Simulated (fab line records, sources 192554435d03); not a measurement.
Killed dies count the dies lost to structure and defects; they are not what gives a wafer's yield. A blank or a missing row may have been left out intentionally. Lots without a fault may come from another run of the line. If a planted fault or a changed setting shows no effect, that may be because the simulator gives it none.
Lot-split experiment :: flow n5_finfet :: route with 1938 steps; 7 lots, 21 wafers read

## SPLIT DETAILS
At N5_BEOL_M0_SAQP_SPACER1_ALD_98 (deposits SiO2, target thk 12.8 nm, pulse time 1 s, purge time 2 s), the setting ald_cycles was moved away from the recipe's 138 on 3 of the 21 wafers read, by -15.2% to -4.3%. All remaining wafers had this setting at the recipe value.

## FROM THE SPLIT TO THE READING: what the file shows between them, 2 steps
- N5_BEOL_M0_SAQP_SPACER1_ETCHBACK_99: etches SiO2 in CHF3/O2, target depth 15.4 nm, time 7.7 s
- N5_BEOL_M0_SAQP_MANDREL1_REMOVE_100: chemistry HBr/Cl2/O2, target a-Si, stops on SiNx, bt time 10 s

## THE READING
cd_nm, in nm, at N5_BEOL_M0_SAQP_CD_MEAS_25 (target cd 13.1 nm). Typical for fault-free wafers on this fab line: 12.76 nm, with standard deviation 0.22 nm.

wafer: L078.1
tool, chamber at the split: ald_sin-03, 3,1,2
ald_cycles as run: 138
against the recipe: recipe
cd_nm, nm: 12.65
against lot-mates on the recipe: -

wafer: L078.3
tool, chamber at the split: ald_sin-03, 3,1,2
ald_cycles as run: 138
against the recipe: recipe
cd_nm, nm: 12.83
against lot-mates on the recipe: -

wafer: L078.4
tool, chamber at the split: ald_sin-03, 3,1,2
ald_cycles as run: 138
against the recipe: recipe
cd_nm, nm: 12.93
against lot-mates on the recipe: -

wafer: L079.2
tool, chamber at the split: ald_sin-03, 2
ald_cycles as run: 132
against the recipe: -4.3%
cd_nm, nm: 12.34
against lot-mates on the recipe: -0.41

wafer: L079.5
tool, chamber at the split: ald_sin-03, 3,2
ald_cycles as run: 138
against the recipe: recipe
cd_nm, nm: 12.87
against lot-mates on the recipe: -

wafer: L079.6
tool, chamber at the split: ald_sin-03, 3,2
ald_cycles as run: 138
against the recipe: recipe
cd_nm, nm: 12.64
against lot-mates on the recipe: -

wafer: L081.3
tool, chamber at the split: ald_sin-02, 2,0,1
ald_cycles as run: 138
against the recipe: recipe
cd_nm, nm: 12.65
against lot-mates on the recipe: -

wafer: L081.5
tool, chamber at the split: ald_sin-02, 2,0,1
ald_cycles as run: 138
against the recipe: recipe
cd_nm, nm: 12.84
against lot-mates on the recipe: -

wafer: L081.6
tool, chamber at the split: ald_sin-02, 2,0,1
ald_cycles as run: 138
against the recipe: recipe
cd_nm, nm: 12.81
against lot-mates on the recipe: -

wafer: L083.3
tool, chamber at the split: ald_sin-02, 1,0,1
ald_cycles as run: 138
against the recipe: recipe
cd_nm, nm: 12.63
against lot-mates on the recipe: -

wafer: L083.4
tool, chamber at the split: ald_sin-02, 1,0,1
ald_cycles as run: 138
against the recipe: recipe
cd_nm, nm: 12.41
against lot-mates on the recipe: -

wafer: L083.5
tool, chamber at the split: ald_sin-02, 1,0,1
ald_cycles as run: 138
against the recipe: recipe
cd_nm, nm: 13.10
against lot-mates on the recipe: -

wafer: L085.3
tool, chamber at the split: ald_sin-04, 3
ald_cycles as run: 138
against the recipe: recipe
cd_nm, nm: 13.02
against lot-mates on the recipe: -

wafer: L085.4
tool, chamber at the split: ald_sin-04, 1
ald_cycles as run: 121
against the recipe: -12.3%
cd_nm, nm: 10.62
against lot-mates on the recipe: -2.31

wafer: L085.5
tool, chamber at the split: ald_sin-04, 0
ald_cycles as run: 138
against the recipe: recipe
cd_nm, nm: 12.84
against lot-mates on the recipe: -

wafer: L090.1
tool, chamber at the split: ald_sin-02, 0,1,2
ald_cycles as run: 138
against the recipe: recipe
cd_nm, nm: 12.49
against lot-mates on the recipe: -

wafer: L090.3
tool, chamber at the split: ald_sin-02, 0,1,2
ald_cycles as run: 138
against the recipe: recipe
cd_nm, nm: 12.67
against lot-mates on the recipe: -

wafer: L090.4
tool, chamber at the split: ald_sin-02, 0,1,2
ald_cycles as run: 138
against the recipe: recipe
cd_nm, nm: 12.77
against lot-mates on the recipe: -

wafer: L095.4
tool, chamber at the split: ald_sin-03, 3,1
ald_cycles as run: 138
against the recipe: recipe
cd_nm, nm: 12.20
against lot-mates on the recipe: -

wafer: L095.5
tool, chamber at the split: ald_sin-03, 2
ald_cycles as run: 117
against the recipe: -15.2%
cd_nm, nm: 10.81
against lot-mates on the recipe: -1.52

wafer: L095.6
tool, chamber at the split: ald_sin-03, 3,1
ald_cycles as run: 138
against the recipe: recipe
cd_nm, nm: 12.46
against lot-mates on the recipe: -
Where a row lists several chambers, the file gives one row for several wafers and doesn't say which wafer went through which chamber.

FIT RESULTS
A straight line over all 21 wafers: cd_nm changes by +0.14 nm for each +1% of ald_cycles; r = +0.93; the points scatter about the line by 0.24 nm.
The same after taking each lot's own level away (the mean of its wafers on the recipe; 21 wafers): +0.133 nm for each +1%; r = +0.92; scatter 0.25 nm.
According to that fit, moving ald_cycles by its largest amount changes the reading by 2 nm.
Across the lots, their own levels run from 12.330 to 12.930 nm, a range of 2.7 times the standard deviation given above.
Consequently the slope shifts little with the lot-to-lot level, the two slopes agreeing.
Check: -2.7 nm against its lot-mates is what the line predicts for one of the wafers moved furthest among these (-15.2%) when that wafer is left out of the fit. It came out at -1.52 nm against them.

## FURTHER SPLITS ON THESE WAFERS
Note: prior to the reading, these wafers also went through further splits. Each is held against what the fit with the lots' levels taken away leaves over:
other split on the same wafers: N5_MOL_CONTACT_COAG_EXPOSE_05 dose_mj
wafers away from the commonest value: 11
r with cd_nm (lot level and that fit taken away): +0.26

other split on the same wafers: N5_MOL_CONTACT_COAG_VIA_ETCH_117 bias_w
wafers away from the commonest value: 10
r with cd_nm (lot level and that fit taken away): -0.13

## THE WHOLE CHAIN: every reading that the file lists as answering this split, in the file's order
step: N5_BEOL_M0_SAQP_SPACER1_ALD_98
what it does: deposits SiO2, target thk 12.8 nm, pulse time 1 s, purge time 2 s
reading: SiO2_of_BEOL_M0_SAQP_SPACER1_ALD_98.thk_nm (the simulator's own value, which no gauge read)
change (the file's fit): +0.134 nm for each +1% of the setting
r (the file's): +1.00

step: N5_BEOL_M0_SAQP_MANDREL1_REMOVE_100
what it does: chemistry HBr/Cl2/O2, target a-Si, stops on SiNx, bt time 10 s
reading: BEOL_M0_SAQP.cd_nm (the simulator's own value, which no gauge read)
change (the file's fit): +0.115 nm for each +1% of the setting
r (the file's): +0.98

step: N5_BEOL_M0_SAQP_CD_MEAS_25
what it does: target cd 13.1 nm
reading: cd_nm
change (the file's fit): +0.133 nm for each +1% of the setting
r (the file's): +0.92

## FILE'S OWN FIT
cd_nm changes by +0.133 nm for each +1% of ald_cycles, r = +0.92.
